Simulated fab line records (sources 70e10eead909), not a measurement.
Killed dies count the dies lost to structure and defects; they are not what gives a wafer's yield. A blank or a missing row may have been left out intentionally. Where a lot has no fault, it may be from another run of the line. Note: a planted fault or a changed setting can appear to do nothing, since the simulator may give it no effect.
fab line records	flow nand-harc
[record] lots = 15	wafers = 42	last-day = 24
route steps=1159 shown A_CONTACT@912 END@1159
lots untouched by any fault: they come from a run of this same line in which no faults occurred
start-h: the number of hours between the record's first day and the start of the first shown wafer of the lot	wait-h: how many hours have passed since the lot's step before this one	" identical to the entry in the row above	L1.1+2: one row covering several wafers at once	- no value present, or no start provided	* or withheld: withheld	< > ~ a bound
route shown NAME@n: a module of which the file shows steps, and the number in the route of the first	usual: the fault-free wafers' mean and standard deviation	same: alike in all rows	chamber/n: place in a boat	sites: the reading at each site	_std_site: standard deviation of those values	_edge_site: the outer-site mean with the inner-site mean subtracted	radius-mm: for every site, how far away it sits from the centre of the wafer	mask NAME#n: copy n	behind: the last tool/chamber to shape the wafer	hold: what put the lot on hold/how long, in hours/how the hold closed	device: the n, p or np transistor that did not switch	end of line: tests run on the same wafers once the route is complete	where a step has no rows: the recipe by itself	killed: not the wafer's yield, but the dies lost to structure and defects at the first sort	map: a wafer's dies, marking killed ones x, the rest . and places with no die _
set.NAME: the run value of the setting; set.NAME@STEP: its run value at that earlier step	model.NAME: the simulator's own value behind a step, which no gauge read
route steps across a sampled set of lots; one table per step, one row per wafer
services: when a tool's chamber went out of use (start-h, in hours from the record's first day, below 0 if earlier), for how many hours, and the reason
[[steps]]
[step NHARC_A_CONTACT_ETCH_132]
[recipe] source-w = withheld	pressure-mtorr = 20	bias-v = 1200	time-s = 156	target-depth-a = 9580	ar-flow-sccm = withheld	c4f8-flow-sccm = withheld	o2-flow-sccm = withheld	chemistry = C4F8/O2/Ar
lot.wafer	tool	chamber	start-h	wait-h	rf-hours-counter-h
L388.2	har-cap-etch-03	0	385.59	0.1	84
L388.3	"	1	"	"	-
L388.6	"	1	"	"	-
L387.2	har-cap-etch-02	1	386.91	0.1	14
L387.3	"	0	"	"	-
L387.5	"	0	"	"	-
L389.2	har-cap-etch-01	0	388.81	0.1	58
L389.3	"	1	"	"	-
L389.5	"	1	"	"	-
L392.2	har-cap-etch-01	1	400.26	0.1	60
L392.6	"	1	"	"	-
L392.5	"	0	"	"	-
L390.2	har-cap-etch-01	0	405.31	0.2	62
L390.3	"	0	"	"	-
L390.5	"	0	"	"	-
L391.3	har-cap-etch-02	0	409.36	0.1	-
L391.4	"	1	"	"	-
L391.5	"	1	"	"	-
L386.2	har-cap-etch-02	1	413.58	0.1	20
L386.4	"	1	"	"	-
L386.6	"	0	"	"	-
L393.2	har-cap-etch-01	1	420.08	0.1	65
L393.4	"	1	"	"	-
L393.6	"	0	"	"	-
L397.2	har-cap-etch-01	1	437.87	0.1	68
L397.4	"	1	"	"	-
L397.3	"	0	"	"	-
L396.4	har-cap-etch-02	1	444.11	0.2	-
L396.3	"	0	"	"	-
L396.5	"	0	"	"	-
L400.2	har-cap-etch-01	0	446.86	0.1	70
L400.5	"	0	"	"	-
L400.6	"	1	"	"	-
L399.1	har-cap-etch-02	1	448.59	0.2	27
L399.3	"	1	"	"	-
L399.6	"	0	"	"	-
L403.3	har-cap-etch-03	1	489.79	0.2	-
L403.6	"	0	"	"	-
L404.3	har-cap-etch-02	1	491.00	0.1	-
L404.6	"	1	"	"	-
L408.3	har-cap-etch-01	1	510.33	0.1	-
L408.6	"	1	"	"	-
[step NHARC_A_CONTACT_ETCH_133]
[recipe] source-w = withheld	pressure-mtorr = 20	bias-v = 400	time-s = 195	target-depth-a = 8400	ar-flow-sccm = withheld	c4f8-flow-sccm = 11.5	o2-flow-sccm = 7.2	chemistry = C4F8/O2/Ar
lot.wafer	tool	chamber	start-h	wait-h	rf-hours-counter-h
L388.2	har-cap-etch-03	0	385.75	0.1	84
L388.3	"	1	"	"	-
L388.6	"	1	"	"	-
L387.2	har-cap-etch-02	1	387.06	0.1	15
L387.3	"	0	"	"	-
L387.5	"	0	"	"	-
L389.2	har-cap-etch-01	0	388.97	0.1	58
L389.3	"	1	"	"	-
L389.5	"	1	"	"	-
L392.2	har-cap-etch-01	1	400.41	0.1	60
L392.6	"	1	"	"	-
L392.5	"	0	"	"	-
L390.2	har-cap-etch-01	0	405.50	0.2	62
L390.3	"	0	"	"	-
L390.5	"	0	"	"	-
L391.3	har-cap-etch-02	0	409.54	0.2	-
L391.4	"	1	"	"	-
L391.5	"	1	"	"	-
L386.2	har-cap-etch-02	1	413.75	0.1	20
L386.4	"	1	"	"	-
L386.6	"	0	"	"	-
L393.2	har-cap-etch-01	1	420.22	0.1	65
L393.4	"	1	"	"	-
L393.6	"	0	"	"	-
L397.2	har-cap-etch-01	1	438.02	0.1	68
L397.4	"	1	"	"	-
L397.3	"	0	"	"	-
L396.4	har-cap-etch-02	1	444.37	0.2	-
L396.3	"	0	"	"	-
L396.5	"	0	"	"	-
L400.2	har-cap-etch-01	0	447.00	0.1	70
L400.5	"	0	"	"	-
L400.6	"	1	"	"	-
L399.1	har-cap-etch-02	1	448.81	0.2	28
L399.3	"	1	"	"	-
L399.6	"	0	"	"	-
L403.3	har-cap-etch-03	1	490.07	0.2	-
L403.6	"	0	"	"	-
L404.3	har-cap-etch-02	1	491.21	0.2	-
L404.6	"	1	"	"	-
L408.3	har-cap-etch-01	1	510.54	0.2	-
L408.6	"	1	"	"	-
[step NHARC_A_CONTACT_SOFTBAKE_03]
[recipe] temp-c = 105	time-s = 55
[usual] heater-power-total-W = 188.44/0.14
lot.wafer	tool	chamber	start-h	wait-h	heater-power-total-W
L388.2	litho-track-06	0	389	-	188.34
L388.3	"	0	"	"	188.71
L388.6	"	0	"	"	188.50
L387.2	litho-track-04	0	392	-	188.44
L387.3	"	0	"	"	188.43
L387.5	"	0	"	"	188.35
L389.2	litho-track-04	0	393	-	188.42
L389.3	"	0	"	"	188.66
L389.5	"	0	"	"	188.49
L392.2	litho-track-01	0	403	-	188.26
L392.5	"	0	"	"	188.46
L392.6	"	0	"	"	188.34
L390.2	litho-track-06	0	409	-	188.36
L390.3	"	0	"	"	188.32
L390.5	"	0	"	"	188.34
L391.3	litho-track-06	0	415	-	188.56
L391.4	"	0	"	"	188.30
L391.5	"	0	"	"	188.60
L386.2	litho-track-04	0	420	-	188.47
L386.4	"	0	"	"	188.30
L386.6	"	0	"	"	188.32
L393.2	litho-track-06	0	424	-	188.66
L393.4	"	0	"	"	188.35
L393.6	"	0	"	"	188.36
L397.2	litho-track-04	0	441	-	188.27
L397.3	"	0	"	"	188.27
L397.4	"	0	"	"	188.37
L396.3	litho-track-04	0	449	-	188.31
L396.4	"	0	"	"	188.37
L396.5	"	0	"	"	188.73
L400.2	litho-track-01	0	450	-	188.46
L400.5	"	0	"	"	188.30
L400.6	"	0	"	"	188.32
L399.1	litho-track-01	0	453	-	188.34
L399.3	"	0	"	"	188.50
L399.6	"	0	"	"	188.51
L403.3	litho-track-01	0	493	-	188.71
L403.6	"	0	"	"	222.69
L404.3	litho-track-01	0	494	-	188.43
L404.6	"	0	"	"	222.47
L408.3	litho-track-01	0	514	-	188.38
L408.6	"	0	"	"	222.42
[step NHARC_A_CONTACT_ETCH_88]
[recipe] target-depth-a = 390	over-etch-frac = 0.3	time-s = 65	ion-energy-ev = 80	cf4-flow-sccm = 150	ar-flow-sccm = 0	rf-w = 300	bias-w = 100	chemistry = CF4
[usual] drypump-motor-current-A = 5.5/0.37	oes-product-au = 1.000/0.011	rf-vpp-V = 151.6/1.2	showerhead-plenum-p-Torr = 1.80/0.071	throttle-valve-pct = 13.282/0.0093
[same] over-etch-frac = 0.3
lot.wafer	tool	chamber	start-h	wait-h	drypump-motor-current-A	oes-product-au	rf-hours-counter-h	rf-vpp-V	showerhead-plenum-p-Torr	throttle-valve-pct
L388.2	rie-diel-06	3	390.03	0.1	6.1	1.001	50	151.3	1.67	13.283
L388.3	"	0	"	"	5.6	0.997	54	149.0	1.67	13.285
L388.6	"	0	"	"	5.6	1.001	-	150.5	1.67	13.301
L387.3	rie-diel-03	1	392.68	0.1	6.3	1.023	62	153.0	1.80	13.277
L387.2	"	2	"	"	4.7	0.984	58	152.7	1.82	13.285
L387.5	"	2	"	"	4.7	1.014	-	151.3	1.82	13.277
L389.2	rie-diel-06	2	394.16	0.1	5.6	0.998	55	153.4	1.89	13.265
L389.3	"	1	"	"	5.0	1.004	54	150.9	1.71	13.278
L389.5	"	3	"	"	6.1	0.991	-	149.8	1.67	13.283
L392.2	rie-diel-07	2	404.31	0.1	5.4	1.006	33	151.9	1.80	13.279
L392.5	"	0	"	"	5.1	1.005	-	152.3	1.80	13.274
L392.6	"	2	"	"	5.4	0.999	-	152.4	1.80	13.292
L390.3	rie-diel-03	1	410.13	0.4	6.3	1.015	4	151.2	1.80	13.280
L390.2	"	0	"	"	5.5	0.994	3	151.4	1.73	13.297
L390.5	"	2	"	"	4.7	0.999	-	152.3	1.82	13.278
L391.4	rie-diel-07	1	415.99	0.1	5.5	1.006	0	152.5	1.86	13.270
L391.3	"	0	"	"	5.1	1.012	0	151.8	1.80	13.294
L391.5	"	1	"	"	5.5	1.003	-	153.3	1.86	13.282
L386.4	rie-diel-03	1	420.82	0.1	6.3	1.007	9	151.3	1.80	13.270
L386.2	"	3	"	"	5.5	0.995	7	153.2	1.89	13.281
L386.6	"	2	"	"	4.7	1.001	-	152.3	1.82	13.294
L393.2	rie-diel-07	1	425.19	0.1	5.5	0.999	3	153.6	1.86	13.280
L393.4	"	0	"	"	5.1	1.004	3	152.8	1.80	13.278
L393.6	"	1	"	"	5.5	1.010	-	151.9	1.86	13.289
L397.3	rie-diel-07	2	442.25	0.3	5.4	0.984	6	151.2	1.80	13.272
L397.4	"	0	"	"	5.1	1.014	6	153.4	1.80	13.274
L397.2	"	1	"	"	5.5	1.015	6	151.1	1.86	13.294
L396.4	rie-diel-06	0	449.86	0.1	5.7	0.984	5	150.8	1.67	13.295
L396.3	"	1	"	"	5.0	1.002	8	150.3	1.71	13.280
L396.5	"	3	"	"	6.1	0.982	-	149.7	1.67	13.283
L400.2	rie-diel-07	1	451.05	0.1	5.5	1.007	9	152.4	1.86	13.277
L400.6	"	0	"	"	5.0	1.015	-	151.3	1.80	13.270
L400.5	"	1	"	"	5.5	1.003	-	152.0	1.86	13.291
L399.3	rie-diel-07	0	454.40	0.1	5.1	1.018	10	150.1	1.80	13.292
L399.1	"	1	"	"	5.5	1.014	9	152.6	1.86	13.282
L399.6	"	1	"	"	5.5	1.009	-	152.2	1.86	13.274
L403.3	rie-diel-07	2	493.97	0.1	5.5	0.995	17	150.7	1.80	13.278
L403.6	"	2	"	"	5.4	0.991	-	152.5	1.80	13.291
L404.3	rie-diel-06	1	495.34	0.1	5.0	1.001	23	150.4	1.70	13.265
L404.6	"	3	"	"	6.1	0.984	-	151.0	1.66	13.279
L408.3	rie-diel-07	0	514.80	0.1	5.1	1.011	23	152.5	1.79	13.309
L408.6	"	3	"	"	5.6	0.990	-	153.0	1.86	13.280
[step NHARC_END_SORT_01]
[recipe] temp-c = 25
[usual] killed-at-array = 21/8.9	killed-at-other = 0.8/1.3	killed-at-periphery = 3.6/2.4	killed-dies = 26/8.9	killed-open = 3.1/1.8	killed-short = 1.9/1.3
[same] gross-dies = 677
lot.wafer	tool	chamber	start-h	wait-h	killed-at-array	killed-at-other	killed-at-periphery	killed-dies	killed-open	killed-short
L386.2	prober-02	0	473.83	2.8	13	2	6	21	3	0
L386.4	prober-02	0	475.42	3.4	16	2	8	26	4	3
L386.6	prober-02	0	477.01	4.0	13	0	4	17	2	1
// killed by level:class
L386.2 A_CHANNEL_HOLE_D1:chamber-film-flake=5 P_BONDPAD:chamber-film-flake=4 A_CONTACT:chamber-film-flake=3 A_STAIRCASE:chamber-film-flake=2 THIN_TSV:chamber-film-flake=2 A_ONON_D1:geometric-particle:open=1 A_CHANNEL_FILL_D1:geometric-particle:open=1 A_CONTACT:geometric-particle:open=1
L386.4 P_BONDPAD:chamber-film-flake=6 A_CHANNEL_HOLE_D1:chamber-film-flake=5 A_CONTACT:chamber-film-flake=3 A_M0:geometric-particle:short=2 P_GATE:chamber-film-flake=2 THIN_TSV:chamber-film-flake=2 A_ONON_D1:geometric-particle:open=1 A_CHANNEL_FILL_D1:geometric-particle:short=1
L386.6 A_STAIRCASE:chamber-film-flake=4 A_CHANNEL_HOLE_D1:chamber-film-flake=3 A_CONTACT:chamber-film-flake=3 P_STI:chamber-film-flake=2 P_GATE:chamber-film-flake=2 A_SGD_CUT:geometric-particle:short=1 A_WL_FILL:geometric-particle:open=1 A_BLC:geometric-particle:open=1
[[services]]
tool	chamber	start-h	hours	kind
rie-diel-07	2	368.52	7.9	repair
rie-diel-03	1	370.70	3.7	repair
rie-diel-03	2	373.90	5.3	repair
rie-diel-07	1	381.97	31.8	repair
rie-diel-07	0	384.66	-	clean
rie-diel-07	2	384.66	-	clean
rie-diel-07	3	384.66	-	clean
rie-diel-03	-	392.98	9.0	pm
rie-diel-07	-	405.26	9.0	pm
rie-diel-07	0	405.26	9.0	vent-cycle
rie-diel-07	2	405.26	9.0	vent-cycle
rie-diel-07	3	405.26	9.0	vent-cycle
rie-diel-07	0	414.26	-	clean
rie-diel-07	1	414.26	-	clean
rie-diel-06	-	418.51	9.0	pm
rie-diel-06	0	431.42	6.5	repair
litho-track-01	-	443.00	7.0	pm
rie-diel-07	2	448.88	4.5	repair
rie-diel-06	2	464.73	36.3	repair
litho-track-06	-	467.00	7.0	pm
rie-diel-07	3	479.40	6.8	repair
rie-diel-03	0	483.23	6.2	repair
litho-track-04	-	491.00	7.0	pm
rie-diel-03	3	496.21	1.4	repair
[[key]]
[first-sign] step = NHARC_A_CONTACT_SOFTBAKE_03	reading = heater-power-total-W	direction = up	sigmas = 99+	usual = *	struck = *
effect none on later readings
met-at NHARC_A_CONTACT_SOFTBAKE_03
struck-lots L403,L404,L408
struck-wafers L403.6,L404.6,L408.6
sort-left-out L403.6
tester-left-out L403,L404,L408
not-acting-at NHARC_A_CONTACT_ETCH_132,NHARC_A_CONTACT_ETCH_133,NHARC_A_CONTACT_ETCH_88
onset-between 453 493
[fault] kind = process-parameter-drift	tool = litho-track-01	chamber = -	onset-h = 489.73	steps = NHARC_A_CONTACT_SOFTBAKE_03	channel = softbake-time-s	offset = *	shape = step	end-h = 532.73	scope = struck-wafers-only	acts-in = *	stated = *
// tester-left-out: of these lots the tester's yield and bins aren't shown, on N5 and GAA mostly nor the transistor test; their killed dies are dies lost to structure and defects alone, not to doping, threshold or leakage, so they don't give the yield
// sort-left-out: the simulated sort isn't trusted on such a fault, so these wafers' sort isn't shown, and their yield isn't known
